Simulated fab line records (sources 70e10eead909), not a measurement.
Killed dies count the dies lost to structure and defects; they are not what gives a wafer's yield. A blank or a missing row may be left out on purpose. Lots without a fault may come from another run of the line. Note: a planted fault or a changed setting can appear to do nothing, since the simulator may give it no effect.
Matching of chambers    flow nandHarc    3 sister chambers for NHARC_P_M2_DEP_33 on pecvd-02
The step deposits SiCN, target thk 30 nm. 18 wafers are shown with their chamber, then 9 later ones without.

WAFERS PAIRED WITH THEIR CHAMBERS
wafer   chamber  showerheadVppV (V)  heaterPowerW (W)  chamberPressureTorr (Torr)
L074.2  1        1398                560               3.002
L074.3  0        1382                670               3.002
L074.6  0        1403                657               3.004
L075.1  1        1434                519               2.997
L075.4  1        1420                525               2.997
L075.5  0        1424                756               2.995
L080.4  2        1244                678               2.997
L080.5  0        1414                751               2.986
L080.6  1        1416                504               2.998
L082.1  0        1412                626               3.006
L082.2  2        1231                619               3.001
L082.4  1        1456                605               3.006
L086.3  1        1438                488               2.990
L086.4  2        1218                584               2.993
L086.5  1        1431                481               3.005
L089.1  2        1218                577               2.993
L089.2  1        1436                570               3.008
L089.3  0        1404                680               2.985

SIGNATURES (averages over the wafers above)
reading              chamber 0  chamber 1  chamber 2  scatter within a chamber
showerheadVppV       1406.50    1428.62    1227.75    15.4
heaterPowerW         690.00     531.50     614.50     47.1
chamberPressureTorr  2.99633    3.00038    2.99600    0.00691
Rule: a wafer lies at a distance from a chamber equal to the root of the sum of squares, over the readings, of (its reading less the chamber's mean, divided by the reading's scatter). If the next closest chamber is less than 2 further off than the closest, the wafer can't be placed; otherwise it belongs to the closest. The scatter: take each reading less its chamber's mean, square it, sum over the shown wafers, divide by the number of wafers less the number of chambers, and take the root.

WAFERS MISSING THEIR CHAMBER
wafer   showerheadVppV (V)  heaterPowerW (W)  chamberPressureTorr (Torr)
L088.1  1223                586               3.002
L088.4  1425                668               3.003
L088.5  1237                573               3.005
L091.3  1382                772               2.997
L091.4  1418                484               2.995
L091.6  1254                566               2.996
L097.2  1391                769               2.994
L097.3  1420                604               3.000
L097.5  1411                785               2.989

WHICH CHAMBER EACH WENT THROUGH
wafer   from the rows above      in truth
L088.1  2                        2
L088.4  can't be placed: 0 or 1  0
L088.5  2                        2
L091.3  0                        0
L091.4  1                        1
L091.6  2                        2
L097.2  0                        0
L097.3  can't be placed: 1 or 0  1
L097.5  0                        0
Correctly placed: 7 of 9. Can't be placed from these rows: 2 (the true chamber is among the candidates in 2). Placed wrongly: 0.
